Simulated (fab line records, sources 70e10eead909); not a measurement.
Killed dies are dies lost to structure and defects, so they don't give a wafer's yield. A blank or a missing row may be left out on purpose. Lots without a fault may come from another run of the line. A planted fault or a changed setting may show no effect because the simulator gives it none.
A struck lot beside a sound one | flow nand_harc | 14 steps out of a route of 1302
Sound: wafers L278.1, L278.2, L278.5. Struck: wafers L270.3, L270.5, L270.6. The cause comes at the end.
At each step with rows: each side's tool, then ch and its chambers, then its first start. Under that, the readings that differ: sound wafers | struck wafers | difference of the means | sigmas: that difference in standard deviations of wafers without a fault.
alike: readings whose means differ by less than 2 such deviations, and words and numbers that are the same on both sides. not compared: withheld readings, readings that some wafer has no value for, bounds like >300 that may hide the same value, and numbers for which the record gives no deviation and whose values overlap.
The two part at a step that has a row with sigmas, a row that says differs or no value, or rows on one side only. Numbers that don't overlap but have no deviation are shown without sigmas and don't part them. A reading that every wafer of one side lacks parts them only if that side has two wafers or more.

NHARC_A_CHANNEL_HOLE_D1_CD_MEAS_30:
  sound on cd_sem-02, day 15 00:17; struck on cd_sem-01, day 11 08:40
  alike: cd_nm
NHARC_A_CHANNEL_HOLE_D1_XSEM_31:
  sound on xsem-02 ch 0, day 15 00:22; struck on xsem-02 ch 0, day 11 08:46
  alike: bot_cd_nm, bow_nm, tilt_deg
NHARC_A_CHANNEL_HOLE_D1_INSPECT_40:
  sound on defect_inspect-01, day 15 00:28; struck on defect_inspect-01, day 11 08:51
  alike: raw_defect_count
then, 2 steps without rows for these wafers: NHARC_A_CHANNEL_FILL_D1_PRECLEAN_00 (cleans in SC1); NHARC_A_CHANNEL_FILL_D1_SRD_01.
NHARC_A_CHANNEL_FILL_D1_ALD_02: deposits SiO2, target thk 6 nm, pulse time 10 s, ald cycles 60.
  sound on ald_hk-01 ch 0,1, day 15 01:07; struck on ald_hk-03 ch 0,2,3, day 11 09:16
  alike: heater_power_w, precursor_pulse_height_rel
NHARC_A_CHANNEL_FILL_D1_ALD_03: deposits SiNx, target thk 6 nm, pulse time 60 s, ald cycles 58.
  sound on ald_sin_batch-02 ch 0; struck on ald_sin_batch-02 ch 0
  alike: precursor_pulse_height_rel
NHARC_A_CHANNEL_FILL_D1_ALD_14: deposits SiO2, target thk 2.5 nm, pulse time 10 s, ald cycles 25.
  sound on ald_hk-03 ch 2,3, day 15 08:03; struck on ald_hk-01 ch 0,2,3, day 11 16:10
  alike: heater_power_w, precursor_pulse_height_rel
then, 1 step without rows for these wafers: NHARC_A_CHANNEL_FILL_D1_ALD_15 (deposits SiNx, target thk 2 nm, pulse time 60 s, ald cycles 19).
NHARC_A_CHANNEL_FILL_D1_ALD_16: deposits SiO2, target thk 1.5 nm, pulse time 10 s, ald cycles 15.
  sound on ald_hk-03 ch 1,3, day 15 13:17; struck on ald_hk-02 ch 1,2, day 11 22:25
  alike: heater_power_w, precursor_pulse_height_rel
then, 2 steps without rows for these wafers: NHARC_A_CHANNEL_FILL_D1_ANNEAL_17 (time 1800 s); NHARC_A_CHANNEL_FILL_D1_CVD_18 (deposits poly-Si, target thk 3 nm).
NHARC_A_CHANNEL_FILL_D1_ETCHBACK_19: etches the open film in HBr/Cl2, target depth 5 nm, time 1.7 s.
  sound on rie_si-05 ch 1,2, day 16 01:05; struck on rie_si-05 ch 1,2,3, day 12 10:10
  no value came back on the struck wafers for any of 5 readings (bias_w (W), chamber_pressure_mTorr (mTorr) and others); on the sound wafers bias_w (W) reads 100.31 99.77 100.10
  not compared: rf_hours_counter_h
then, 1 step without rows for these wafers: NHARC_A_CHANNEL_FILL_D1_ETCHBACK_20 (etches the open film in C4F8/O2/Ar, target depth 27 nm, time 13.5 s).

WHERE THEY PART
Only at NHARC_A_CHANNEL_FILL_D1_ETCHBACK_19, within this record.

WHY: what the simulator had put in
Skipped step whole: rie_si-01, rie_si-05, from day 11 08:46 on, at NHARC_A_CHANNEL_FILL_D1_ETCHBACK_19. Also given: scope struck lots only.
